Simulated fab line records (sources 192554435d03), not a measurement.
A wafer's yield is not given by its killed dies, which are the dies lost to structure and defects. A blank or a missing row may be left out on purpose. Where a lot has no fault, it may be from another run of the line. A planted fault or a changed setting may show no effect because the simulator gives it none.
Matching of chambers || flow n5-finfet || N5_FIN_SAQP_FIN_ETCH_36 on rie-si-03 has 4 sister chambers
The step etches the open film in HBr/Cl2/O2, target depth 120 nm, time 50.4 s. 4 wafers are shown with their chamber, then 10 later ones without.

WAFERS, EACH WITH ITS CHAMBER
{"wafer": "L083.5", "chamber": 2, "drypump-motor-current-A (A)": 6.3}
{"wafer": "L090.5", "chamber": 1, "drypump-motor-current-A (A)": 5.3}
{"wafer": "L091.1", "chamber": 3, "drypump-motor-current-A (A)": 5.3}
{"wafer": "L091.2", "chamber": 0, "drypump-motor-current-A (A)": 5.4}

WAFERS WITHOUT THEIR CHAMBER
{"wafer": "L091.4", "drypump-motor-current-A (A)": 6.3}
{"wafer": "L092.1", "drypump-motor-current-A (A)": 5.3}
{"wafer": "L092.3", "drypump-motor-current-A (A)": 5.3}
{"wafer": "L092.4", "drypump-motor-current-A (A)": 5.4}
{"wafer": "L094.2", "drypump-motor-current-A (A)": 5.4}
{"wafer": "L094.3", "drypump-motor-current-A (A)": 6.3}
{"wafer": "L094.5", "drypump-motor-current-A (A)": 5.2}
{"wafer": "L097.2", "drypump-motor-current-A (A)": 5.4}
{"wafer": "L097.4", "drypump-motor-current-A (A)": 5.3}
{"wafer": "L097.5", "drypump-motor-current-A (A)": 5.4}

THE CHAMBER EACH PASSED THROUGH
{"wafer": "L091.4", "from the rows above": 2, "in truth": 2}
{"wafer": "L092.1", "from the rows above": "can't be placed: 1 or 3", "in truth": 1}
{"wafer": "L092.3", "from the rows above": "can't be placed: 1 or 3", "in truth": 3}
{"wafer": "L092.4", "from the rows above": 0, "in truth": 0}
{"wafer": "L094.2", "from the rows above": 0, "in truth": 0}
{"wafer": "L094.3", "from the rows above": 2, "in truth": 2}
{"wafer": "L094.5", "from the rows above": "can't be placed: 1 or 3", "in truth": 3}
{"wafer": "L097.2", "from the rows above": 0, "in truth": 0}
{"wafer": "L097.4", "from the rows above": "can't be placed: 1 or 3", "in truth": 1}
{"wafer": "L097.5", "from the rows above": 0, "in truth": 0}
6 of 10 placed correctly. From these rows, 4 cannot be placed; in 4 the true chamber is one of the candidates. Placed wrongly: 0.
How it was worked out, from the rows above alone: a wafer's distance from a chamber is the root of the sum, over the readings, of the square of ((its reading less the chamber's mean) divided by the reading's scatter). The wafer belongs to the nearest chamber; if the next one is less than 2 further off, it can't be placed. A chamber's mean is the mean of its shown wafers. The scatter: root of mean squared gap, hidden wafer to nearest shown wafer, with one shown wafer a chamber.
